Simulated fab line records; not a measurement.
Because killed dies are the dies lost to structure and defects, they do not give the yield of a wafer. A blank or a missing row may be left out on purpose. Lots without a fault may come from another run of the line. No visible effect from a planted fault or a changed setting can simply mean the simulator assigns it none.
Split-lot experiment + flow n5-finfet + 21 wafers read across 7 lots, on a route 1938 steps long

ABOUT THE SPLIT
At N5_BEOL_M0_SAQP_COAT_34 (resist thk 30 nm), the setting spin-rpm was moved away from the recipe's 1500 rpm on 7 of the 21 wafers read, by -9.4% to +5.7%. All remaining wafers had this setting at the recipe value.

FROM THE SPLIT TO THE READING: what the file shows between them, 4 steps
- N5_BEOL_M0_SAQP_EBR_36
- N5_BEOL_M0_SAQP_SOFTBAKE_35: time 60 s
- N5_BEOL_M0_SAQP_EXPOSE_37: exposes mask M0 CUT1, target cd 30 nm
- N5_BEOL_M0_SAQP_PEB_38: peb time 60 s

THE READING
CAR-EUV_of_BEOL_M0_SAQP_COAT_34.thk-nm (the simulator's own value, which no gauge read), in nm, at N5_BEOL_M0_SAQP_DEVELOP_39 (develop time 30 s). There is no usual value for it anywhere in the file. The 14 wafers here that ran the recipe average 29.5 nm, standard deviation 0.09 nm.

| wafer  | tool, chamber at the split | spin-rpm as run, rpm | against the recipe | CAR-EUV_of_BEOL_M0_SAQP_COAT_34.thk-nm, nm | against lot-mates on the recipe |
|--------|----------------------------|----------------------|--------------------|--------------------------------------------|---------------------------------|
| L078.1 | litho-track-04, 0          | 1500                 | recipe             | 29.6                                       | -                               |
| L078.4 | litho-track-04, 0          | 1500                 | recipe             | 29.4                                       | -                               |
| L078.6 | litho-track-04, 0          | 1500                 | recipe             | 29.4                                       | -                               |
| L079.2 | litho-track-03, 0          | 1500                 | recipe             | 29.4                                       | -                               |
| L079.3 | litho-track-03, 0          | 1359                 | -9.4%              | 31                                         | +1.6                            |
| L079.5 | litho-track-03, 0          | 1359                 | -9.4%              | 30.8                                       | +1.4                            |
| L089.2 | litho-track-03, 0          | 1500                 | recipe             | 29.6                                       | -                               |
| L089.4 | litho-track-03, 0          | 1556                 | +3.7%              | 29.2                                       | -0.4                            |
| L089.5 | litho-track-03, 0          | 1556                 | +3.7%              | 29.2                                       | -0.4                            |
| L091.1 | litho-track-05, 0          | 1586                 | +5.7%              | 28.8                                       | -0.8                            |
| L091.3 | litho-track-05, 0          | 1500                 | recipe             | 29.6                                       | -                               |
| L091.4 | litho-track-05, 0          | 1500                 | recipe             | 29.6                                       | -                               |
| L092.2 | litho-track-05, 0          | 1432                 | -4.5%              | 30.2                                       | +0.6                            |
| L092.3 | litho-track-05, 0          | 1432                 | -4.5%              | 30.4                                       | +0.8                            |
| L092.5 | litho-track-05, 0          | 1500                 | recipe             | 29.6                                       | -                               |
| L093.3 | litho-track-05, 0          | 1500                 | recipe             | 29.6                                       | -                               |
| L093.5 | litho-track-05, 0          | 1500                 | recipe             | 29.6                                       | -                               |
| L093.6 | litho-track-05, 0          | 1500                 | recipe             | 29.6                                       | -                               |
| L097.2 | litho-track-04, 0          | 1500                 | recipe             | 29.4                                       | -                               |
| L097.3 | litho-track-04, 0          | 1500                 | recipe             | 29.6                                       | -                               |
| L097.4 | litho-track-04, 0          | 1500                 | recipe             | 29.6                                       | -                               |

FIT RESULTS
A straight line over all 21 wafers: CAR-EUV_of_BEOL_M0_SAQP_COAT_34.thk-nm changes by -0.139 nm for each +1% of spin-rpm; r = -0.98; the points scatter about the line by 0.11 nm.
The same after taking each lot's own level away (the mean of its wafers on the recipe; 21 wafers): -0.15 nm for each +1%; r = -0.99; scatter 0.088 nm.
According to that fit, moving spin-rpm by its largest amount changes the reading by 1.4 nm.
Measured against the standard deviation above, the lots' own levels, which go from 29.40 to 29.60 nm, span 2.2 times it.
So the lot-to-lot level changes the slope little: the two slopes agree.
Check: with one of the wafers moved furthest among these (-9.4%) left out of the fit, the line predicts +1.36 nm for it against its lot-mates. It came out at +1.6 nm against them.

THE WHOLE CHAIN: every reading that the file lists as answering this split, in the file's order
| step                       | what it does      | reading                                                                                 | change (the file's fit)               | r (the file's) |
|----------------------------|-------------------|-----------------------------------------------------------------------------------------|---------------------------------------|----------------|
| N5_BEOL_M0_SAQP_COAT_34    | resist thk 30 nm  | CAR-EUV_of_BEOL_M0_SAQP_COAT_34.thk-nm (the simulator's own value, which no gauge read) | -0.144 nm for each +1% of the setting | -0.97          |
| N5_BEOL_M0_SAQP_DEVELOP_39 | develop time 30 s | CAR-EUV_of_BEOL_M0_SAQP_COAT_34.thk-nm (the simulator's own value, which no gauge read) | -0.15 nm for each +1% of the setting  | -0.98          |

FILE'S OWN FIT
CAR-EUV_of_BEOL_M0_SAQP_COAT_34.thk-nm changes by -0.15 nm for each +1% of spin-rpm, r = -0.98.
